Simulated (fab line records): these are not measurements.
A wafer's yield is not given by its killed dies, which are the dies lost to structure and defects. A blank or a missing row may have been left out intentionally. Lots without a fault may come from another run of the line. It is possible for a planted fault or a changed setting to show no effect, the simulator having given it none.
Chamber matching | flow nand-harc | rie-diel-03 running NHARC_A_STAIRCASE_ETCH_313: 4 sister chambers
The step etches the open film in CF4/CHF3. 14 wafers are shown with their chamber, then 7 later ones without.

== EACH WAFER AND ITS CHAMBER ==
wafer  | chamber | drypump-motor-current-A (A) | showerhead-plenum-p-Torr (Torr) | rf-vpp-V (V)
L722.1 | 2       | 5.0                         | 1.54                            | 368.7
L722.2 | 0       | 6.0                         | 1.58                            | 371.1
L722.6 | 0       | 6.0                         | 1.58                            | 369.9
L732.2 | 3       | 6.1                         | 1.55                            | 369.3
L732.5 | 0       | 6.0                         | 1.57                            | 370.9
L732.6 | 3       | 6.2                         | 1.55                            | 369.4
L736.2 | 3       | 6.1                         | 1.55                            | 369.4
L736.3 | 0       | 6.0                         | 1.56                            | 368.8
L736.5 | 1       | 5.2                         | 1.68                            | 374.0
L734.4 | 3       | 6.1                         | 1.55                            | 369.0
L734.5 | 2       | 5.0                         | 1.53                            | 370.1
L734.6 | 3       | 6.1                         | 1.55                            | 370.9
L737.3 | 0       | 6.0                         | 1.56                            | 369.9
L737.5 | 1       | 5.2                         | 1.68                            | 375.0

SIGNATURES (averages over the wafers above)
reading                  | chamber 0 | chamber 1 | chamber 2 | chamber 3 | scatter within a chamber
drypump-motor-current-A  | 6.000     | 5.200     | 5.000     | 6.120     | 0.0283
showerhead-plenum-p-Torr | 1.5700    | 1.6800    | 1.5350    | 1.5500    | 0.00671
rf-vpp-V                 | 370.120   | 374.500   | 369.400   | 369.600   | 0.843
Rule: for a wafer and a chamber, the distance is found by dividing, reading by reading, the gap between the wafer's reading and the chamber's mean by the reading's scatter, squaring, summing and taking the root. The wafer belongs to the nearest chamber; if the next one is less than 2 further off, it can't be placed. The scatter: take each reading less its chamber's mean, square it, sum over the shown wafers, divide by the number of wafers less the number of chambers, and take the root.

== WAFERS WHOSE CHAMBER IS MISSING ==
wafer  | drypump-motor-current-A (A) | showerhead-plenum-p-Torr (Torr) | rf-vpp-V (V)
L737.6 | 5.0                         | 1.53                            | 369.2
L738.1 | 5.0                         | 1.53                            | 370.0
L738.5 | 5.2                         | 1.68                            | 373.2
L738.6 | 5.0                         | 1.53                            | 369.2
L742.2 | 5.0                         | 1.53                            | 368.0
L742.3 | 6.0                         | 1.56                            | 370.4
L742.5 | 6.1                         | 1.55                            | 369.1

== WHICH CHAMBER EACH WENT THROUGH ==
wafer  | from the rows above | in truth
L737.6 | 2                   | 2
L738.1 | 2                   | 2
L738.5 | 1                   | 1
L738.6 | 2                   | 2
L742.2 | 2                   | 2
L742.3 | 0                   | 0
L742.5 | 3                   | 3
Correctly placed: 7 of 7. Not placeable from these rows: 0. Placed wrongly: 0.
